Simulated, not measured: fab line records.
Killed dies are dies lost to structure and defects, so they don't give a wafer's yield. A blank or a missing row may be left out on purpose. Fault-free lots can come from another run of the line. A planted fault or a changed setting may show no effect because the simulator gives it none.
Lot-split experiment -- flow n5_finfet -- 21 wafers read from 7 lots, route of 1938 steps

ABOUT THE SPLIT
At N5_BEOL_M6_VIA_ETCH_34 (etches SiCOH lowk in C4F6/O2, target depth 126.3 nm, time 50.9 s), the setting time_s was moved away from the recipe's 50.9 s on 8 of the 21 wafers read, by -17.5% to +21.7%. For the rest of the wafers, this setting stayed at what the recipe calls for.

The split's own step is where the reading is taken.

THE READING
SOC_of_BEOL_M6_COAT_63.thk_nm (the simulator's own value, which no gauge read), in nm, at N5_BEOL_M6_VIA_ETCH_34 (etches SiCOH lowk in C4F6/O2, target depth 126.3 nm, time 50.9 s). There is no usual value for it anywhere in the file. Average 54.0 nm, standard deviation 0.19 nm, over the 13 wafers here run with the recipe.

wafer,"tool, chamber at the split","time_s as run, s",against the recipe,"SOC_of_BEOL_M6_COAT_63.thk_nm, nm",against lot-mates on the recipe
L077.2,"rie_diel-04, 1",50.9,recipe,53.8,-
L077.3,"rie_diel-04, 3",55.82,+9.7%,53.4,-0.4
L077.5,"rie_diel-04, 1",55.82,+9.7%,53,-0.8
L083.1,"rie_diel-03, 2",50.9,recipe,54.2,-
L083.4,"rie_diel-03, 2",50.9,recipe,54.2,-
L083.5,"rie_diel-03, 0",61.95,+21.7%,53,-1.2
L085.1,"rie_diel-03, 0",50.9,recipe,54,-
L085.2,"rie_diel-03, 3",50.9,recipe,53.8,-
L085.4,"rie_diel-03, 0",50.9,recipe,54,-
L086.3,"rie_diel-03, 1",55.54,+9.1%,53.6,-0.6
L086.4,"rie_diel-03, 0",55.54,+9.1%,53.6,-0.6
L086.6,"rie_diel-03, 1",50.9,recipe,54.2,-
L089.1,"rie_diel-04, 1",50.9,recipe,54,-
L089.5,"rie_diel-04, 0",50.9,recipe,54.2,-
L089.6,"rie_diel-04, 1",54.07,+6.2%,53.6,-0.5
L095.1,"rie_diel-03, 2",50.9,recipe,53.8,-
L095.2,"rie_diel-03, 3",42,-17.5%,55,+1.2
L095.6,"rie_diel-03, 0",50.9,recipe,53.8,-
L094.2,"rie_diel-01, 3",50.9,recipe,54,-
L094.3,"rie_diel-01, 0",42.81,-15.9%,54.6,+0.8
L094.4,"rie_diel-01, 1",50.9,recipe,53.6,-

FIT RESULTS
A straight line over all 21 wafers: SOC_of_BEOL_M6_COAT_63.thk_nm changes by -0.051 nm for each +1% of time_s; r = -0.91; the points scatter about the line by 0.2 nm.
The same after taking each lot's own level away (the mean of its wafers on the recipe; 21 wafers): -0.0599 nm for each +1%; r = -0.97; scatter 0.12 nm.
Per that fit: largest time_s move, reading shift of 1.3 nm.
Across the lots, their own levels run from 53.80 to 54.20 nm, a range of 2.1 times the standard deviation given above.
Hence the slope depends on the lot-to-lot level, as the two fits are not the same.
Check: -1.37 nm against its lot-mates is what the line predicts for one of the wafers moved furthest among these (+21.7%) when that wafer is left out of the fit. Against them it came out at -1.2 nm.

THE OTHER SPLITS THESE WAFERS WENT THROUGH
Before the reading, these wafers also passed through other splits. Each is held against what the fit with the lots' levels taken away leaves over:
other split on the same wafers,wafers away from the commonest value,r with SOC_of_BEOL_M6_COAT_63.thk_nm (lot level and that fit taken away)
N5_BEOL_M4_EXPOSE_08 dose_mj,8,+0.09
N5_BEOL_M6_EXPOSE_25 dose_mj,9,+0.09

THE WHOLE CHAIN: every reading that the file lists as answering this split, in the file's order
step,what it does,reading,change (the file's fit),r (the file's)
N5_BEOL_M6_VIA_ETCH_34,"etches SiCOH lowk in C4F6/O2, target depth 126.3 nm, time 50.9 s","etch.depth_nm (the simulator's own value, which no gauge read)",+1.06 nm for each +1% of the setting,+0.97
N5_BEOL_M6_VIA_ETCH_34,"etches SiCOH lowk in C4F6/O2, target depth 126.3 nm, time 50.9 s","SOC_of_BEOL_M6_COAT_63.thk_nm (the simulator's own value, which no gauge read)",-0.0595 nm for each +1% of the setting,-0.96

THE FILE'S OWN FIT
SOC_of_BEOL_M6_COAT_63.thk_nm changes by -0.0595 nm for each +1% of time_s, r = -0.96.
